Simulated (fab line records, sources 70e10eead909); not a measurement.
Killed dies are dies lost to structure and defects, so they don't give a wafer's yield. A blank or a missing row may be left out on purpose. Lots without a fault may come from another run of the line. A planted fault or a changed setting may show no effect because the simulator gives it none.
A struck lot beside a sound one | flow nand_harc | 15 steps out of a route of 1159
Sound: wafers L585.1, L585.4, L585.5. Struck: wafers L592.1, L592.2, L592.5. The cause comes at the end.
At each step with rows: each side's tool, then ch and its chambers, then its first start. Under that, the readings that differ: sound wafers | struck wafers | difference of the means | sigmas: that difference in standard deviations of wafers without a fault.
alike: readings whose means differ by less than 2 such deviations, and words and numbers that are the same on both sides. not compared: withheld readings, readings that some wafer has no value for, bounds like >300 that may hide the same value, and numbers for which the record gives no deviation and whose values overlap.
The two part at a step that has a row with sigmas, a row that says differs or no value, or rows on one side only. Numbers that don't overlap but have no deviation are shown without sigmas and don't part them. A reading that every wafer of one side lacks parts them only if that side has two wafers or more.

first, 4 steps without rows for these wafers: NHARC_A_M1_EBR_05; NHARC_A_M1_EXPOSE_06 (exposes mask A M1, target cd 120 nm); NHARC_A_M1_PEB_07 (peb time 65 s); NHARC_A_M1_DEVELOP_08 (develop time 35 s).
NHARC_A_M1_CD_MEAS_09: target cd 120 nm.
  sound on cd_sem-02 ch 0, day 17 20:43; struck on cd_sem-03 ch 0, day 19 19:17
  alike: cd_nm
NHARC_A_M1_OVL_MEAS_10: pitch 240 nm.
  sound on overlay-01, day 17 20:49; struck on overlay-02, day 19 19:23
  alike: overlay_x_nm, overlay_y_nm
NHARC_A_M1_INSPECT_11:
  sound on defect_inspect-02, day 17 20:51; struck on defect_inspect-02, day 19 19:25
  alike: raw_defect_count
NHARC_A_M1_DESCUM_14: chemistry O2, time 3 s.
  sound on rie_diel-04 ch 1,3, day 17 20:55; struck on rie_diel-04 ch 0,2, day 19 19:28
  reading                     | sound       | struck      | difference | sigmas
  drypump_motor_current_A (A) | 6.2 6.4 6.2 | 5.0 5.1 5.0 | -1.2       | -2
  alike: o2_flow_sccm, oes_product_au, rf_vpp_V, showerhead_plenum_p_Torr, throttle_valve_pct
  not compared: rf_hours_counter_h
NHARC_A_M1_ETCH_35: etches the open film in N2/H2, target depth 40 nm, overetch 12 nm, time 43.94 s.
  sound on rie_diel-04 ch 1,2, day 17 21:00; struck on rie_diel-04 ch 0,2, day 19 19:34
  alike: bias_w, chamber_pressure_mTorr, drypump_motor_current_A, oes_product_au, rf_vpp_V, showerhead_plenum_p_Torr, throttle_valve_pct
  not compared: rf_hours_counter_h
NHARC_A_M1_ETCH_15: etches the open film in C4F8/Ar, target depth 182.5 nm, time 91.2 s.
  sound on rie_diel-04 ch 1,2; struck on rie_diel-04 ch 1,3
  alike: bias_w, chamber_pressure_mTorr, oes_product_au, rf_vpp_V
  not compared: rf_hours_counter_h
NHARC_A_M1_CD_MEAS_16:
  sound on cd_sem-01, day 17 21:13; struck on cd_sem-03, day 19 19:47
  alike: cd_nm
NHARC_A_M1_STRIP_18: strips in N2/H2.
  sound on rie_diel-12 ch 1,2,3, day 17 21:19; struck on rie_diel-12 ch 1,3, day 19 19:52
  alike: drypump_motor_current_A, oes_product_au, rf_vpp_V, showerhead_plenum_p_Torr, throttle_valve_pct
  not compared: rf_hours_counter_h
NHARC_A_M1_ETCH_28: etches the open film in CF4/N2, target depth 30 nm, time 72.99 s.
  sound on rie_diel-12 ch 0,1,3, day 17 21:32; struck on rie_diel-12 ch 0,1,2, day 19 20:07
  no value came back on the struck wafers for any of 7 readings (bias_w (W), cf4_flow_sccm (sccm) and others); on the sound wafers bias_w (W) reads 100.6 100.6 100.3
  not compared: rf_hours_counter_h
then, 1 step without rows for these wafers: NHARC_A_M1_STRIP_19 (strips in post etch residue remover, time 600 s).
-- the record jumps here: 2 days lie between the struck wafers' starts before and after (it left off in module A_M1 and takes up again in module END, whose first step shown is number 1159 of the route) --
NHARC_END_SORT_01:
  sound on prober-02 ch 0, day 20 05:40; struck on prober-01 ch 0, day 21 20:51
  reading                  | sound          | struck                                                               | difference                   | sigmas
  hold                     | - - -          | await_dispo/9.8h/scrap await_dispo/9.8h/scrap await_dispo/9.8h/scrap | no value on the sound wafers |
  defect_limited_yield (%) | 96.2 95.3 94.8 | 0 0 0                                                                | -95                          | -60
  killed_at_array          | 23 32 31       | 669 672 668                                                          | +641                         | +58
  killed_dies              | 26 32 35       | 677 677 677                                                          | +646                         | +59
  sort_bin_2_pct (%)       | 0.6 1.0 1.9    | 97.0 97.0 96.9                                                       | +95.8                        | +99 or more
  sort_n_pass              | 651 645 642    | 0 0 0                                                                | -646                         | -59
  sort_rim_yield_pct (%)   | 99.1 98.1 99.1 | 0 0 0                                                                | -99                          | -34
  sort_yield_pct (%)       | 96.2 95.3 94.8 | 0 0 0                                                                | -95                          | -60
  alike: killed_at_other, killed_at_periphery, killed_open, killed_short, sort_bin_3_pct, sort_bin_4_pct

WHERE THEY PART
First at NHARC_A_M1_DESCUM_14; last, within this record, at NHARC_END_SORT_01.

WHY: what the simulator had put in
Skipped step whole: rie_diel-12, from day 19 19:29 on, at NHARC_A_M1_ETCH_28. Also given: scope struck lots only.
